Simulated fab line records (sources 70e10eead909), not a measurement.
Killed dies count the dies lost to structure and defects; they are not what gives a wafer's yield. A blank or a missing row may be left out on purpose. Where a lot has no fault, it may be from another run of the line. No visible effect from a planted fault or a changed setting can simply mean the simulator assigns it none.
fab line records + flow nandHarc
[record]
- lots = 12
- wafers = 36
- lastDay = 34
route steps=1302 shown A_CHANNEL_FILL_D1@499 A_DECK1_JOINT@530
lots that met no fault: taken from a fault-free run of the same line
startH: hours from the record's first day to the start of the lot's first wafer shown + waitH: hours elapsed since this lot's preceding step + " the same as in the row above + L1.1+2: several wafers, shown together as one row + - no value, or no start given + * or withheld: withheld + < > ~ a bound
route shown NAME@n: NAME is a module with steps in the file, n the number in the route of the first one + usual: mean/standard deviation taken from wafers without a fault + same: alike in all rows + chamber/n: place in a boat + sites: per-site readings + _std_site: how widely they spread, as a standard deviation + _edge_site: outer sites' mean less inner sites' + radiusMm: how far each site lies from the wafer's centre + mask NAME#n: copy n + behind: the last tool/chamber to shape the wafer + hold: why the lot was held/for how many hours/how that ended + device: names the non-switching transistor (n, p or np) + end of line: at the end of the route, the tests of the same wafers + step lacking rows: just its recipe + killed: count of dies lost to structure and defects at first sort (not the wafer's yield) + map: shows each die of a wafer: x if killed, . if not, _ if none is there
set.NAME: setting as actually run; set.NAME@STEP: the setting as run at that earlier step + model.NAME: the simulator's own value behind a step, which no gauge read
the route's steps for a sample of lots (tables are steps, rows are wafers)
services: the hour from which a tool's chamber was out of use, counted from the record's first day as startH (under 0 if before that day), plus the number of hours and why
[[steps]]
[step NHARC_A_CHANNEL_FILL_D1_ETCHBACK_19]
[recipe]
- targetDepthA = 50
- timeS = 1.7
- hbrFlowSccm = 150
- cl2FlowSccm = 50
- rfW = 400
- icpW = 400
- biasW = 100
- chemistry = HBr/Cl2
[usual]
- drypumpMotorCurrentA = 5.8/0.36
- oesProductAu = 1.001/0.01
- throttleValvePct = 26.405/0.0092
| lot.wafer | tool     | chamber | startH | waitH | drypumpMotorCurrentA | oesProductAu | rfHoursCounterH | throttleValvePct |
|-----------|----------|---------|--------|-------|----------------------|--------------|-----------------|------------------|
| L904.1    | rieSi-04 | 2       | 215.70 | 0.4   | 6.2                  | 1.004        | 0.23            | 26.409           |
| L904.2    | "        | 3       | "      | "     | 5.4                  | 1.014        | 0.14            | 26.402           |
| L904.6    | "        | 2       | "      | "     | 6.2                  | 1.008        | -               | 26.415           |
| L907.1    | rieSi-02 | 3       | 244.73 | 0.4   | 6.2                  | 0.990        | 0.79            | 26.415           |
| L907.2    | "        | 0       | "      | "     | 6.1                  | 1.013        | 0.85            | 26.413           |
| L907.6    | "        | 2       | "      | "     | 5.7                  | 0.992        | -               | 26.392           |
| L908.2    | rieSi-04 | 1       | 265.41 | 0.4   | 5.5                  | 1.006        | 0.62            | 26.403           |
| L908.3    | "        | 3       | "      | "     | 5.4                  | 0.996        | 0.57            | 26.409           |
| L908.5    | "        | 2       | "      | "     | 6.2                  | 1.006        | -               | 26.381           |
| L915.2    | rieSi-06 | 3       | 332.33 | 0.4   | 5.9                  | 0.994        | 0.34            | 26.411           |
| L915.3    | "        | 2       | "      | "     | 5.5                  | 0.992        | 0.32            | 26.402           |
| L915.5    | "        | 0       | "      | "     | 5.6                  | 1.018        | -               | 26.410           |
| L916.2    | rieSi-02 | 0       | 358.55 | 0.4   | 6.1                  | 0.996        | 0.53            | 26.415           |
| L916.5    | "        | 0       | "      | "     | 6.1                  | 0.985        | -               | 26.402           |
| L916.6    | "        | 1       | "      | "     | 5.3                  | 0.997        | -               | 26.394           |
| L917.2    | rieSi-06 | 0       | 362.73 | 0.4   | 5.6                  | 1.016        | 0.47            | 26.405           |
| L917.3    | "        | 3       | "      | "     | 5.8                  | 0.995        | 0.59            | 26.396           |
| L917.5    | "        | 1       | "      | "     | 6.4                  | 1.002        | -               | 26.410           |
| L920.4    | rieSi-04 | 2       | 385.80 | 0.4   | 6.2                  | 1.017        | 0.07            | 26.406           |
| L920.3    | "        | 3       | "      | "     | 5.4                  | 1.000        | 0.19            | 26.392           |
| L920.1    | "        | 0       | "      | "     | 5.2                  | 1.005        | 0.19            | 26.417           |
| L922.2    | rieSi-02 | 3       | 419.08 | 0.4   | 6.1                  | 1.006        | 0.76            | 26.399           |
| L922.4    | "        | 0       | "      | "     | 6.1                  | 0.996        | 0.84            | 26.416           |
| L922.5    | "        | 2       | "      | "     | 5.7                  | 1.003        | -               | 26.393           |
| L923.1    | rieSi-02 | 3       | 424.40 | 0.4   | 6.1                  | 1.001        | 0.77            | 26.415           |
| L923.3    | "        | 0       | "      | "     | 6.1                  | 0.994        | 0.85            | 26.405           |
| L923.4    | "        | 1       | "      | "     | 5.3                  | 0.998        | 0.85            | 26.406           |
| L924.1    | rieSi-04 | 3       | 424.40 | 0.4   | 5.4                  | 1.002        | 0.44            | 26.399           |
| L924.3    | "        | 0       | "      | "     | 5.2                  | 0.986        | 0.40            | 26.412           |
| L924.5    | "        | 3       | "      | "     | 5.4                  | 0.996        | -               | 26.395           |
| L925.3    | rieSi-04 | 3       | 433.29 | 0.4   | 5.4                  | 0.997        | 0.49            | 26.420           |
| L925.1    | "        | 0       | "      | "     | 5.2                  | 0.986        | 0.48            | 26.425           |
| L925.4    | "        | 1       | "      | "     | 5.5                  | 1.006        | 0.44            | 26.415           |
| L926.3    | rieSi-06 | 0       | 444.61 | 0.4   | 5.6                  | 1.000        | 0.07            | 26.392           |
| L926.4    | "        | 1       | "      | "     | 6.4                  | 0.993        | 0.08            | 26.405           |
| L926.6    | "        | 2       | "      | "     | 5.5                  | 0.996        | -               | 26.418           |
[step NHARC_A_CHANNEL_FILL_D1_STRIP_29]
[recipe]
- timeS = 20
- o2FlowSccm = 500
- arFlowSccm = 0
- biasW = 0
- chemistry = O2
[usual]
- drypumpMotorCurrentA = 5.9/0.5
- mfcArSccm = 0.012/0.016
- oesProductAu = 0.999/0.0099
- rfVppV = 58.0/0.94
- showerheadPlenumPTorr = 3.60/0.14
- throttleValvePct = 17.036/0.009
| lot.wafer | tool       | chamber | startH | waitH | drypumpMotorCurrentA | mfcArSccm | oesProductAu | rfHoursCounterH | rfVppV | showerheadPlenumPTorr | throttleValvePct |
|-----------|------------|---------|--------|-------|----------------------|-----------|--------------|-----------------|--------|-----------------------|------------------|
| L904.1    | rieDiel-09 | 2       | -      | -     | 5.3                  | 0.009     | 1.005        | 4.2             | 55.9   | 3.36                  | 17.028           |
| L904.2    | "          | 1       | "      | "     | 6.3                  | 0.043     | 0.992        | 2.6             | 57.9   | 3.53                  | 17.044           |
| L904.6    | "          | 2       | "      | "     | 5.3                  | 0.009     | 1.012        | -               | 56.8   | 3.36                  | 17.034           |
| L907.2    | rieDiel-09 | 0       | -      | -     | 6.5                  | 0         | 1.008        | 5.8             | 58.0   | 3.75                  | 17.026           |
| L907.1    | "          | 1       | "      | "     | 6.2                  | 0.043     | 0.997        | 4.6             | 55.9   | 3.53                  | 17.038           |
| L907.6    | "          | 1       | "      | "     | 6.2                  | 0.043     | 0.985        | -               | 59.2   | 3.53                  | 17.047           |
| L908.3    | rieDiel-09 | 0       | -      | -     | 6.5                  | 0         | 1.015        | 7.2             | 58.7   | 3.75                  | 17.051           |
| L908.2    | "          | 1       | "      | "     | 6.3                  | 0.043     | 0.986        | 5.7             | 58.2   | 3.53                  | 17.035           |
| L908.5    | "          | 0       | "      | "     | 6.5                  | 0         | 1.007        | -               | 61.1   | 3.75                  | 17.034           |
| L915.2    | rieDiel-10 | 0       | 350.42 | 0.1   | 5.3                  | 0.025     | 0.998        | 8.7             | 57.7   | 3.70                  | 17.028           |
| L915.3    | "          | 2       | "      | "     | 5.9                  | 0         | 0.985        | 6.1             | 58.0   | 3.60                  | 17.041           |
| L915.5    | "          | 1       | "      | "     | 6.5                  | 0.036     | 1.006        | -               | 58.6   | 3.43                  | 17.023           |
| L916.2    | rieDiel-09 | 1       | -      | -     | 6.3                  | 0.043     | 1.010        | 2.1             | 57.6   | 3.53                  | 17.029           |
| L916.6    | "          | 3       | "      | "     | 6.4                  | 0         | 1.010        | -               | 56.7   | 3.47                  | 17.040           |
| L916.5    | "          | 0       | "      | "     | 6.5                  | 0         | 1.028        | -               | 58.9   | 3.74                  | 17.030           |
| L917.2    | rieDiel-10 | 3       | -      | -     | 5.6                  | 0.000     | 0.991        | 6.9             | 58.1   | 3.73                  | 17.038           |
| L917.3    | "          | 0       | "      | "     | 5.2                  | 0.025     | 0.998        | 10.2            | 57.4   | 3.69                  | 17.033           |
| L917.5    | "          | 1       | "      | "     | 6.5                  | 0.036     | 0.996        | -               | 56.9   | 3.43                  | 17.043           |
| L920.3    | rieDiel-09 | 1       | 403.64 | 0.1   | 6.3                  | 0.043     | 1.007        | 3.0             | 58.1   | 3.53                  | 17.027           |
| L920.1    | "          | 2       | "      | "     | 5.2                  | 0.009     | 1.005        | 4.1             | 56.5   | 3.35                  | 17.031           |
| L920.4    | "          | 1       | "      | "     | 6.3                  | 0.043     | 1.017        | -               | 58.1   | 3.53                  | 17.030           |
| L922.4    | rieDiel-06 | 0       | -      | -     | 5.0                  | 0         | 0.999        | 5.7             | 58.3   | 3.64                  | 17.044           |
| L922.2    | "          | 1       | "      | "     | 6.1                  | 0.028     | 1.011        | 5.3             | 58.3   | 3.74                  | 17.036           |
| L922.5    | "          | 0       | "      | "     | 5.1                  | 0         | 1.006        | -               | 59.0   | 3.64                  | 17.028           |
| L924.1    | rieDiel-09 | 0       | -      | -     | 6.5                  | 0         | 0.999        | 4.8             | 57.6   | 3.74                  | 17.029           |
| L924.3    | "          | 1       | "      | "     | 6.2                  | 0.043     | 1.009        | 4.7             | 58.5   | 3.53                  | 17.031           |
| L924.5    | "          | 3       | "      | "     | 6.4                  | 0         | 0.990        | -               | 59.2   | 3.47                  | 17.046           |
| L923.3    | rieDiel-10 | 3       | -      | -     | 5.6                  | 0.000     | 1.012        | 0.5             | 59.3   | 3.73                  | 17.028           |
| L923.1    | "          | 0       | "      | "     | 5.3                  | 0.025     | 1.009        | 0.7             | 57.5   | 3.69                  | 17.041           |
| L923.4    | "          | 1       | "      | "     | 6.5                  | 0.036     | 1.001        | 0.8             | 56.9   | 3.42                  | 17.041           |
| L925.1    | rieDiel-10 | 2       | -      | -     | 5.9                  | 0         | 0.996        | 1.4             | 58.5   | 3.60                  | 17.051           |
| L925.3    | "          | 0       | "      | "     | 5.3                  | 0.025     | 1.006        | 1.3             | 58.5   | 3.69                  | 17.023           |
| L925.4    | "          | 1       | "      | "     | 6.5                  | 0.036     | 0.994        | 1.5             | 57.8   | 3.42                  | 17.028           |
| L926.3    | rieDiel-10 | 2       | -      | -     | 5.9                  | 0         | 0.979        | 2.6             | 57.6   | 3.59                  | 17.050           |
| L926.4    | "          | 0       | "      | "     | 5.3                  | 0.025     | 0.999        | 2.0             | 56.2   | 3.69                  | 17.047           |
| L926.6    | "          | 2       | "      | "     | 5.9                  | 0         | 0.987        | -               | 57.5   | 3.59                  | 17.023           |
[step NHARC_A_DECK1_JOINT_ETCHBACK_00]
[recipe]
- targetDepthA = 300
- timeS = 17.4
- hbrFlowSccm = 150
- rfW = 350
- icpW = 350
- biasW = 60
- chemistry = HBr
[usual]
- drypumpMotorCurrentA = 5.8/0.49
- oesProductAu = 1.001/0.0096
- runLengthS = 38.7/0.36
- throttleValvePct = 23.265/0.0087
| lot.wafer | tool     | chamber | startH | waitH | drypumpMotorCurrentA | oesProductAu | rfHoursCounterH | runLengthS | throttleValvePct |
|-----------|----------|---------|--------|-------|----------------------|--------------|-----------------|------------|------------------|
| L904.2    | rieSi-03 | 0       | 250.32 | 0.1   | 6.2                  | 1.016        | 0.1             | 39.3       | 23.267           |
| L904.1    | "        | 2       | "      | "     | 5.0                  | 0.998        | 0.1             | 38.5       | 23.247           |
| L904.6    | "        | 0       | "      | "     | 6.2                  | 1.015        | -               | 38.9       | 23.261           |
| L907.1    | rieSi-01 | 3       | 279.11 | 0.1   | 6.6                  | 0.999        | 0.5             | 38.3       | 23.258           |
| L907.2    | "        | 1       | "      | "     | 4.9                  | 0.988        | 0.4             | 38.4       | 23.265           |
| L907.6    | "        | 0       | "      | "     | 5.8                  | 0.986        | -               | 38.6       | 23.273           |
| L908.3    | rieSi-03 | 1       | 301.68 | 0.1   | 5.7                  | 1.003        | 0.4             | 38.8       | 23.279           |
| L908.2    | "        | 3       | "      | "     | 5.7                  | 1.022        | 0.4             | 38.5       | 23.267           |
| L908.5    | "        | 1       | "      | "     | 5.7                  | 1.003        | -               | 38.7       | 23.271           |
| L915.2    | rieSi-03 | 0       | 367.12 | 0.1   | 6.2                  | 1.002        | 0.9             | 38.9       | 23.255           |
| L915.3    | "        | 1       | "      | "     | 5.7                  | 0.996        | 0.8             | 30.3       | 23.271           |
| L915.5    | "        | 2       | "      | "     | 5.0                  | 1.000        | -               | 30.4       | 23.262           |
| L916.2    | rieSi-03 | 0       | 393.23 | 0.1   | 6.2                  | 1.021        | 0.9             | 39.3       | 23.258           |
| L916.6    | "        | 3       | "      | "     | 5.7                  | 1.018        | -               | 38.4       | 23.271           |
| L916.5    | "        | 0       | "      | "     | 6.2                  | 1.007        | -               | 30.9       | 23.289           |
| L917.3    | rieSi-03 | 0       | 397.29 | 0.1   | 6.2                  | 1.013        | 0.9             | 31.5       | 23.273           |
| L917.2    | "        | 1       | "      | "     | 5.7                  | 0.995        | 1.0             | 38.2       | 23.241           |
| L917.5    | "        | 0       | "      | "     | 6.2                  | 1.012        | -               | 30.9       | 23.259           |
| L920.4    | rieSi-05 | 3       | 421.68 | 0.1   | 5.9                  | 1.001        | 0.7             | 38.7       | 23.270           |
| L920.3    | "        | 0       | "      | "     | 5.5                  | 1.000        | 0.7             | 38.5       | 23.250           |
| L920.1    | "        | 2       | "      | "     | 6.2                  | 1.024        | 0.8             | 38.8       | 23.263           |
| L922.4    | rieSi-01 | 1       | 453.49 | 0.1   | 4.9                  | 1.015        | 0.5             | 38.6       | 23.263           |
| L922.2    | "        | 2       | "      | "     | 5.9                  | 0.986        | 0.5             | 39.0       | 23.277           |
| L922.5    | "        | 3       | "      | "     | 6.6                  | 0.989        | -               | 38.2       | 23.256           |
| L923.1    | rieSi-05 | 3       | 458.74 | 0.1   | 5.9                  | 0.988        | 0.9             | 38.4       | 23.269           |
| L923.3    | "        | 1       | "      | "     | 6.5                  | 1.008        | 1.0             | 38.3       | 23.283           |
| L923.4    | "        | 2       | "      | "     | 6.2                  | 1.014        | 1.1             | 38.9       | 23.254           |
| L924.1    | rieSi-03 | 2       | 458.74 | 0.1   | 5.0                  | 0.996        | 0.2             | 38.5       | 23.275           |
| L924.3    | "        | 0       | "      | "     | 6.2                  | 0.998        | 0.4             | 39.4       | 23.265           |
| L924.5    | "        | 1       | "      | "     | 5.7                  | 1.007        | -               | 38.2       | 23.269           |
| L925.1    | rieSi-05 | 1       | 468.32 | 0.1   | 6.6                  | 1.008        | 1.0             | 38.1       | 23.270           |
| L925.4    | "        | 2       | "      | "     | 6.2                  | 1.006        | 1.1             | 38.4       | 23.263           |
| L925.3    | "        | 0       | "      | "     | 5.5                  | 0.992        | 1.1             | 38.5       | 23.280           |
| L926.3    | rieSi-03 | 3       | 485.77 | 0.1   | 5.7                  | 1.017        | 0.6             | 38.5       | 23.264           |
| L926.4    | "        | 0       | "      | "     | 6.2                  | 1.009        | 0.7             | 39.0       | 23.263           |
| L926.6    | "        | 1       | "      | "     | 5.7                  | 1.003        | -               | 38.2       | 23.269           |
[step NHARC_A_DECK1_JOINT_CMP_02]
[recipe]
- material = SiOx
[usual]
- edgeZonePressureFrac = 1.000/0.005
- motorCurrentA = 11.6/0.92
| lot.wafer | tool   | chamber | startH | waitH | edgeZonePressureFrac | motorCurrentA |
|-----------|--------|---------|--------|-------|----------------------|---------------|
| L904.2    | cmp-01 | 0       | 273.13 | 0.4   | 1.001                | 11.8          |
| L904.1    | "      | 1       | "      | "     | 0.994                | 11.0          |
| L904.6    | "      | 1       | "      | "     | 0.985                | 11.3          |
| L907.1    | cmp-01 | 3       | 299.38 | 0.4   | 1.009                | 12.2          |
| L907.2    | "      | 2       | "      | "     | 1.001                | 10.3          |
| L907.6    | "      | 0       | "      | "     | 0.996                | 11.9          |
| L908.2    | cmp-04 | 2       | 327.01 | 0.4   | 1.007                | 13.2          |
| L908.3    | "      | 1       | "      | "     | 0.998                | 11.3          |
| L908.5    | "      | 2       | "      | "     | 1.000                | 13.9          |
| L915.3    | cmp-01 | 0       | 393.07 | 0.4   | 0.999                | 11.7          |
| L915.2    | "      | 1       | "      | "     | 0.996                | 11.0          |
| L915.5    | "      | 2       | "      | "     | 0.999                | 10.6          |
| L916.2    | cmp-04 | 1       | 416.24 | 0.4   | 1.003                | 12.2          |
| L916.5    | "      | 0       | "      | "     | 0.993                | 13.0          |
| L916.6    | "      | 1       | "      | "     | 1.000                | 12.1          |
| L917.3    | cmp-04 | 1       | 418.83 | 0.4   | 1.001                | 12.2          |
| L917.2    | "      | 2       | "      | "     | 0.990                | 13.1          |
| L917.5    | "      | 3       | "      | "     | 0.996                | 11.1          |
| L920.4    | cmp-01 | 3       | 445.58 | 0.4   | 0.995                | 11.5          |
| L920.1    | "      | 0       | "      | "     | 1.002                | 12.0          |
| L920.3    | "      | 1       | "      | "     | 1.005                | 11.1          |
| L922.2    | cmp-01 | 3       | 478.82 | 0.4   | 1.001                | 12.3          |
| L922.4    | "      | 0       | "      | "     | 1.003                | 11.9          |
| L922.5    | "      | 2       | "      | "     | 1.000                | 10.6          |
| L924.3    | cmp-04 | 1       | 482.07 | 0.4   | 0.998                | 12.0          |
| L924.1    | "      | 2       | "      | "     | 0.997                | 13.7          |
| L924.5    | "      | 1       | "      | "     | 1.003                | 11.8          |
| L923.3    | cmp-03 | 3       | 482.09 | 0.4   | 1.007                | 9.9           |
| L923.4    | "      | 0       | "      | "     | 0.997                | 11.7          |
| L923.1    | "      | 1       | "      | "     | 1.002                | 11.3          |
| L925.1    | cmp-04 | 3       | 495.14 | 0.4   | 1.000                | 11.0          |
| L925.3    | "      | 1       | "      | "     | 1.003                | 12.0          |
| L925.4    | "      | 2       | "      | "     | 1.010                | 13.5          |
| L926.4    | cmp-03 | 2       | 509.56 | 0.4   | 0.995                | 10.8          |
| L926.3    | "      | 0       | "      | "     | 1.000                | 11.7          |
| L926.6    | "      | 2       | "      | "     | 0.997                | 11.3          |
[[services]]
| tool       | chamber | startH | hours | kind   |
|------------|---------|--------|-------|--------|
| rieDiel-10 | 2       | 192.75 | 4.9   | repair |
| rieDiel-09 | 1       | 194.87 | 19.0  | repair |
| rieDiel-10 | -       | 207.86 | 0.3   | repair |
| rieDiel-09 | 0       | 208.86 | 3.3   | repair |
| cmp-04     | -       | 210.84 | 4.0   | pm     |
| rieDiel-10 | 2       | 212.57 | 17.4  | repair |
| rieDiel-09 | 3       | 214.46 | 12.9  | repair |
| rieSi-03   | -       | 221.00 | 9.0   | pm     |
| rieDiel-10 | -       | 242.52 | 9.0   | pm     |
| cmp-01     | -       | 245.14 | 0.5   | repair |
| rieDiel-10 | 3       | 252.51 | 23.4  | repair |
| rieSi-03   | 1       | 259.10 | 6.8   | repair |
| rieSi-03   | 2       | 263.16 | 2.7   | repair |
| rieDiel-09 | 3       | 273.10 | 7.5   | repair |
| rieDiel-09 | -       | 320.10 | 9.0   | pm     |
| rieSi-03   | 2       | 359.76 | 2.0   | repair |
| rieSi-03   | 0       | 377.12 | 11.2  | repair |
| rieSi-03   | -       | 398.00 | 9.0   | pm     |
| rieDiel-09 | 0       | 402.97 | 10.2  | repair |
| rieSi-03   | 3       | 427.05 | 1.8   | repair |
| rieDiel-09 | -       | 428.97 | 3.9   | repair |
| rieDiel-09 | 1       | 443.74 | 14.0  | repair |
| rieSi-03   | 2       | 465.01 | 13.5  | repair |
| rieDiel-09 | -       | 497.10 | 9.0   | pm     |
[[key]]
[firstSign]
- step = NHARC_A_DECK1_JOINT_ETCHBACK_00
- reading = runLengthS
- direction = down
- sigmas = 22
- usual = *
- struck = *
effect none on later readings
metAt NHARC_A_DECK1_JOINT_ETCHBACK_00
struckLots L915,L916,L917
struckWafers L915.3,L915.5,L916.5,L917.3,L917.5
testerLeftOut L915,L916,L917
notActingAt NHARC_A_CHANNEL_FILL_D1_ETCHBACK_19,NHARC_A_CHANNEL_FILL_D1_STRIP_29,NHARC_A_DECK1_JOINT_CMP_02
onsetBetween 301.68 367.12
[fault]
- kind = processParameterDrift
- tool = rieSi-03
- chamber = -
- onsetH = 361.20
- steps = NHARC_A_DECK1_JOINT_ETCHBACK_00
- channel = timeS
- offset = *
- shape = step
- endH = 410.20
- scope = struckWafersOnly
- actsIn = *
- stated = *
// testerLeftOut: of these lots the tester's yield and bins aren't shown, on N5 and GAA mostly nor the transistor test; their killed dies are dies lost to structure and defects alone, not to doping, threshold or leakage, so they don't give the yield
